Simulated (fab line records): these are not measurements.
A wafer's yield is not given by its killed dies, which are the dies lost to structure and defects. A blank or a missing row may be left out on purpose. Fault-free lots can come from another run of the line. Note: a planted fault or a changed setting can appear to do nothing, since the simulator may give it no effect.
fab line records	flow nandHarc
[record] lots = 14	wafers = 42	lastDay = 33
route steps=1302 shown A_SLIT@937 A_WL_FILL@956
lots that met no fault: taken from a fault-free run of the same line
startH: the number of hours between the record's first day and the start of the first shown wafer of the lot	waitH: time in hours since the lot's previous step	" same as the row above	L1.1+2: a single row standing in for several wafers	- no value, or no start given	* or withheld: withheld	< > ~ a bound
route shown NAME@n: names a module that has steps shown in the file, with the first one's number in the route	usual: mean and standard deviation over wafers with no fault	same: alike in all rows	chamber/n: place in a boat	sites: each site's reading	_std_site: their standard deviation	_edge_site: inner sites' mean taken away from outer sites' mean	radiusMm: for every site, how far away it sits from the centre of the wafer	mask NAME#n: copy n	behind: the most recent tool/chamber to have shaped the wafer	hold: why the lot went on hold/how many hours it stayed there/how the hold came to an end	device: names the non-switching transistor (n, p or np)	end of line: tests of these same wafers at the route's end	a step given without rows: its recipe and nothing more	killed: dies lost to structure and defects at the first sort, not the wafer's yield	map: a wafer's dies, marking killed ones x, the rest . and places with no die _
set.NAME: the setting the step ran with; set.NAME@STEP: the setting that earlier step ran with	model.NAME: the simulator's own value behind a step, which no gauge read
one table for each step of the route and one row for each wafer, over a sample of lots
services: when a tool's chamber went out of use (startH, in hours from the record's first day, below 0 if earlier), for how many hours, and the reason
[[steps]]
[step NHARC_A_SLIT_ETCH_24]
[recipe] targetDepthA = 1210	timeS = 60.5	cf4FlowSccm = 100	chf3FlowSccm = 30	arFlowSccm = 0	rfW = 500	biasW = 200	chemistry = CF4/CHF3
[usual] drypumpMotorCurrentA = 5.7/0.41	oesProductAu = 0.960/0.017	rfVppV = 369.9/1.8	showerheadPlenumPTorr = 1.55/0.048	throttleValvePct = 16.803/0.0084
lot.wafer	tool	chamber	startH	waitH	drypumpMotorCurrentA	oesProductAu	rfHoursCounterH	rfVppV	showerheadPlenumPTorr	throttleValvePct
L420.3	rieDiel-11	3	460.53	0.1	5.8	0.973	1.0	369.7	1.56	16.815
L420.2	"	0	"	"	5.8	0.964	0.8	369.3	1.55	16.796
L420.5	"	2	"	"	6.1	0.964	-	372.3	1.61	16.797
L421.2	rieDiel-02	2	469.12	0.1	4.9	0.983	2.3	366.8	1.48	16.803
L421.4	"	1	"	"	5.8	0.979	2.1	373.1	1.61	16.800
L421.6	"	3	"	"	6.3	0.942	-	368.4	1.51	16.790
L419.1	rieDiel-02	2	469.93	0.7	4.9	0.967	2.8	367.4	1.48	16.811
L419.6	"	3	"	"	6.3	0.937	-	370.1	1.51	16.796
L419.5	"	0	"	"	5.8	0.957	-	367.2	1.49	16.801
L424.2	rieDiel-02	3	516.19	0.1	6.4	0.949	6.6	369.2	1.51	16.793
L424.1	"	2	"	"	4.9	0.972	5.0	368.2	1.48	16.798
L424.5	"	3	"	"	6.3	0.942	-	370.3	1.51	16.795
L430.4	rieDiel-11	0	545.72	0.1	5.8	0.975	5.0	370.0	1.55	16.793
L430.2	"	1	"	"	5.4	0.970	5.0	369.2	1.56	16.797
L430.6	"	2	"	"	6.1	0.958	-	371.7	1.60	16.801
L431.3	rieDiel-11	1	574.95	0.1	5.3	0.941	-	372.1	1.56	16.787
L431.6	"	3	"	"	5.8	0.937	-	371.1	1.56	16.799
L431.5	"	1	"	"	5.4	0.934	-	371.3	1.56	16.791
L433.1	rieDiel-02	2	596.98	0.1	4.9	0.992	1.0	367.7	1.48	16.809
L433.5	"	1	"	"	5.8	0.957	-	371.8	1.61	16.801
L433.6	"	2	"	"	4.9	0.992	-	368.8	1.48	16.807
L435.2	rieDiel-06	2	600.45	0.1	6.2	0.977	5.8	370.3	1.57	16.802
L435.4	"	3	"	"	6.0	0.959	4.9	372.0	1.65	16.818
L435.3	"	0	"	"	5.1	0.960	5.5	367.7	1.50	16.801
L436.4	rieDiel-11	1	625.72	0.1	5.3	0.979	0.3	369.9	1.56	16.807
L436.2	"	0	"	"	5.7	0.967	0.2	370.0	1.55	16.791
L436.6	"	1	"	"	5.3	0.978	-	370.5	1.56	16.808
L438.1	rieDiel-02	0	637.09	0.1	5.7	0.965	2.7	366.7	1.49	16.800
L438.4	"	1	"	"	5.8	0.947	2.7	372.7	1.60	16.793
L438.2	"	3	"	"	6.4	0.955	2.9	367.4	1.51	16.789
L439.2	rieDiel-02	0	647.56	0.1	5.7	0.962	3.4	367.4	1.49	16.809
L439.1	"	3	"	"	6.4	0.951	3.6	368.5	1.51	16.805
L439.6	"	3	"	"	6.3	0.949	-	368.4	1.51	16.805
L440.4	rieDiel-06	3	655.25	0.1	6.0	0.964	7.9	372.5	1.65	16.814
L440.3	"	1	"	"	5.7	0.960	10.5	370.8	1.58	16.807
L440.6	"	2	"	"	6.2	0.992	-	370.6	1.57	16.809
L441.4	rieDiel-11	0	681.11	0.1	5.7	0.970	1.6	369.3	1.55	16.805
L441.3	"	3	"	"	5.8	0.955	1.5	369.4	1.56	16.817
L441.5	"	0	"	"	5.7	0.972	-	370.0	1.55	16.809
L442.4	rieDiel-11	3	687.05	0.1	5.8	0.947	2.1	369.1	1.56	16.809
L442.3	"	1	"	"	5.4	0.967	3.4	369.6	1.56	16.799
L442.5	"	2	"	"	6.1	0.983	-	371.8	1.60	16.805
[step NHARC_A_WL_FILL_CVD_03]
[recipe] targetThkA = 400	tempC = 300	pressureTorr = 40	wf6FlowSccm = 40	h2FlowSccm = 1600	arFlowSccm = 1560	timeS = 279	material = W
[usual] heaterPowerW = 502/28	throttleValvePct = 8.1/0.41
lot.wafer	tool	chamber	startH	waitH	heaterPowerW	throttleValvePct
L420.2	cvdW-01	0	473.70	0.1	518	8.1
L420.3	"	0	"	"	518	7.9
L420.5	"	1	"	"	481	8.1
L421.2	cvdW-02	1	484.82	0.1	473	7.5
L421.4	"	0	"	"	524	8.9
L421.6	"	1	"	"	487	7.5
L419.1	cvdW-01	1	487.74	0.1	471	8.3
L419.6	"	1	"	"	477	8.3
L419.5	"	0	"	"	525	8.3
L424.1	cvdW-02	0	530.03	0.1	540	8.2
L424.2	"	1	"	"	480	7.6
L424.5	"	1	"	"	474	7.4
L430.2	cvdW-01	0	563.23	0.1	538	7.6
L430.4	"	1	"	"	463	8.3
L430.6	"	0	"	"	557	7.6
L431.3	cvdW-01	1	589.63	0.2	481	8.1
L431.6	"	1	"	"	471	8.2
L431.5	"	0	"	"	559	7.7
L433.1	cvdW-01	0	610.67	0.1	541	7.7
L433.6	"	1	"	"	463	8.2
L433.5	"	0	"	"	527	8.0
L435.2	cvdW-01	0	620.44	0.1	543	7.9
L435.4	"	1	"	"	467	8.3
L435.3	"	0	"	"	546	7.8
L436.2	cvdW-02	1	648.50	0.1	460	7.8
L436.4	"	1	"	"	469	7.9
L436.6	"	1	"	"	461	7.7
L438.2	cvdW-02	1	653.25	0.1	471	7.6
L438.1	"	0	"	"	517	8.7
L438.4	"	0	"	"	519	8.4
L439.2	cvdW-02	0	662.88	0.1	526	8.5
L439.1	"	1	"	"	464	7.9
L439.6	"	1	"	"	468	7.7
L440.3	cvdW-02	0	672.02	0.2	522	8.8
L440.4	"	1	"	"	460	7.8
L440.6	"	0	"	"	527	8.7
L441.4	cvdW-01	0	695.08	0.2	529	7.7
L441.3	"	1	"	"	473	8.2
L441.5	"	1	"	"	472	8.3
L442.3	cvdW-02	0	703.24	0.2	524	8.5
L442.4	"	1	"	"	462	7.5
L442.5	"	1	"	"	468	7.8
[step NHARC_A_WL_FILL_ETCHBACK_17]
[recipe] targetDepthA = 40	timeS = 26.7	chemistry = Cl2/BCl3
[usual] drypumpMotorCurrentA = 5.7/0.51	oesProductAu = 0.998/0.011
lot.wafer	tool	chamber	startH	waitH	drypumpMotorCurrentA	oesProductAu	rfHoursCounterH
L420.2	rieMetal-01	0	485.44	-	4.8	1.013	1.4
L420.3	"	0	"	"	4.8	1.023	-
L420.5	"	1	"	"	5.5	1.016	-
L421.2	rieMetal-02	1	496.58	-	5.7	1.009	0.7
L421.4	"	1	"	"	5.7	1.006	-
L421.6	"	1	"	"	5.7	1.004	-
L419.1	rieMetal-03	1	496.65	-	5.8	0.988	2.7
L419.5	"	0	"	"	6.5	0.997	-
L419.6	"	1	"	"	5.8	0.984	-
L424.1	rieMetal-02	0	541.02	-	5.6	1.011	1.3
L424.2	"	1	"	"	5.7	1.008	1.3
L424.5	"	0	"	"	5.6	1.014	-
L430.2	rieMetal-03	1	579.62	-	5.8	0.982	0.7
L430.4	"	1	"	"	5.8	0.980	-
L430.6	"	0	"	"	6.4	0.805	-
L431.3	rieMetal-03	0	600.76	-	6.5	0.805	-
L431.6	"	0	"	"	6.5	0.805	-
L431.5	"	1	"	"	5.8	0.981	-
L433.1	rieMetal-01	0	621.09	-	4.8	0.981	0.7
L433.5	"	0	"	"	4.8	0.981	-
L433.6	"	1	"	"	5.5	0.990	-
L435.2	rieMetal-02	0	630.80	-	5.6	1.003	3.0
L435.4	"	0	"	"	5.5	1.001	-
L435.3	"	1	"	"	5.7	1.023	-
L436.2	rieMetal-01	1	659.34	-	5.5	1.007	1.3
L436.4	"	1	"	"	5.5	1.004	-
L436.6	"	1	"	"	5.5	1.006	-
L438.2	rieMetal-03	1	664.22	-	5.8	0.983	1.8
L438.1	"	0	"	"	6.5	0.998	2.9
L438.4	"	0	"	"	6.5	0.987	-
L439.2	rieMetal-03	1	677.24	-	5.8	0.975	1.9
L439.1	"	0	"	"	6.5	0.998	2.9
L439.6	"	1	"	"	5.8	0.976	-
L440.3	rieMetal-01	1	682.67	-	5.5	1.004	-
L440.4	"	0	"	"	4.8	0.988	-
L440.6	"	1	"	"	5.5	0.998	-
L441.4	rieMetal-03	1	706.00	-	5.8	0.993	-
L441.3	"	0	"	"	6.5	1.007	-
L441.5	"	1	"	"	5.8	0.983	-
L442.4	rieMetal-02	1	715.03	-	5.7	1.010	-
L442.3	"	0	"	"	5.5	1.008	-
L442.5	"	1	"	"	5.7	0.997	-
[step NHARC_A_WL_FILL_ALD_19]
[recipe] targetThkA = 20	pulseTimeS = 3	aldCycles = 100	tempC = 450	material = TiN
[usual] heaterPowerW = 1070/130	precursorPulseHeightRel = 0.998/0.017
lot.wafer	tool	chamber	startH	waitH	heaterPowerW	precursorPulseHeightRel
L420.2	aldMetal-01	1	490.94	0.1	1092	0.984
L420.3	"	3	"	"	1175	0.999
L420.5	"	1	"	"	1047	0.990
L421.2	aldMetal-01	3	502.06	0.1	1192	0.995
L421.4	"	2	"	"	1041	0.983
L421.6	"	3	"	"	1150	0.984
L419.1	aldMetal-02	0	502.12	0.2	901	1.014
L419.6	"	1	"	"	997	0.975
L419.5	"	2	"	"	1129	0.988
L424.1	aldMetal-03	3	546.52	0.1	921	1.025
L424.2	"	0	"	"	1093	1.011
L424.5	"	1	"	"	1351	1.004
L430.2	aldMetal-02	3	586.36	0.1	1005	1.021
L430.4	"	2	"	"	1147	0.989
L430.6	"	3	"	"	989	0.996
L431.3	aldMetal-01	3	606.24	0.1	1121	1.002
L431.5	"	2	"	"	1037	0.956
L431.6	"	3	"	"	1115	0.994
L433.1	aldMetal-01	2	626.52	0.1	1008	0.995
L433.6	"	2	"	"	1038	1.021
L433.5	"	3	"	"	1106	0.982
L435.4	aldMetal-01	1	634.42	0.1	1080	0.992
L435.2	"	2	"	"	1021	0.993
L435.3	"	3	"	"	1123	1.019
L436.2	aldMetal-02	2	664.70	0.1	1131	0.993
L436.4	"	3	"	"	1075	1.011
L436.6	"	3	"	"	1010	0.995
L438.2	aldMetal-02	0	669.70	0.1	917	1.026
L438.4	"	1	"	"	989	0.979
L438.1	"	2	"	"	1128	0.976
L439.2	aldMetal-02	3	683.07	0.1	1073	1.005
L439.1	"	0	"	"	864	0.983
L439.6	"	1	"	"	954	1.016
L440.3	aldMetal-03	3	688.15	0.1	926	1.014
L440.4	"	1	"	"	1322	1.003
L440.6	"	3	"	"	956	1.026
L441.4	aldMetal-02	2	711.45	0.1	1152	0.983
L441.3	"	1	"	"	993	0.999
L441.5	"	3	"	"	1046	1.004
L442.4	aldMetal-03	2	720.50	0.1	1330	1.001
L442.3	"	3	"	"	962	0.994
L442.5	"	0	"	"	1014	0.976
[[services]]
tool	chamber	startH	hours	kind
rieMetal-03	-	445.93	1.6	repair
cvdW-02	-	450.18	13.0	pm
rieDiel-11	-	468.65	0.8	repair
aldMetal-02	1	473.69	6.5	repair
rieDiel-11	3	494.17	3.7	repair
aldMetal-02	1	496.38	4.0	repair
rieDiel-11	-	510.07	1.7	repair
rieMetal-03	-	519.00	9.0	pm
rieDiel-02	2	526.87	5.0	repair
cvdW-01	-	547.00	13.0	pm
rieDiel-11	0	556.27	22.8	repair
rieDiel-02	-	570.73	9.0	pm
rieDiel-11	2	574.22	5.0	repair
rieMetal-03	-	580.86	1.5	repair
cvdW-02	1	591.72	14.7	repair
rieDiel-11	-	609.50	9.0	pm
aldMetal-02	-	611.02	10.0	pm
rieDiel-02	1	614.77	5.5	repair
rieMetal-03	-	622.71	2.1	repair
rieDiel-11	-	625.14	0.3	repair
rieMetal-03	1	625.49	9.5	repair
rieDiel-02	-	627.10	0.5	repair
cvdW-02	-	631.18	13.0	pm
rieDiel-02	1	644.09	16.7	repair
[[key]]
[firstSign] step = NHARC_A_WL_FILL_ETCHBACK_17	reading = oesProductAu	direction = down	sigmas = 17	usual = 0.998	struck = 0.805
effect none on later readings
metAt NHARC_A_WL_FILL_ETCHBACK_17
struckLots L430,L431
struckWafers L430.6,L431.3,L431.6
laterRowsLeftOut L430.6,L431.3,L431.6
sortLeftOut L430.6,L431.3,L431.6
testerLeftOut L430,L431
notActingAt NHARC_A_SLIT_ETCH_24,NHARC_A_WL_FILL_CVD_03,NHARC_A_WL_FILL_ALD_19
onsetBetween 496.65 579.62
[fault] kind = processParameterDrift	tool = rieMetal-03	chamber = 0	onsetH = 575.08	steps = NHARC_A_WL_FILL_ETCHBACK_17	channel = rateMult	offset = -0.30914	shape = step	endH = 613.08
// testerLeftOut: of these lots the tester's yield and bins aren't shown, on N5 and GAA mostly nor the transistor test; their killed dies are dies lost to structure and defects alone, not to doping, threshold or leakage, so they don't give the yield
// sortLeftOut: the simulated sort isn't trusted on such a fault, so these wafers' sort isn't shown, and their yield isn't known
// laterRowsLeftOut: the simulator's readings of these wafers behind a module that went badly wrong aren't trusted and aren't shown, but for the sort
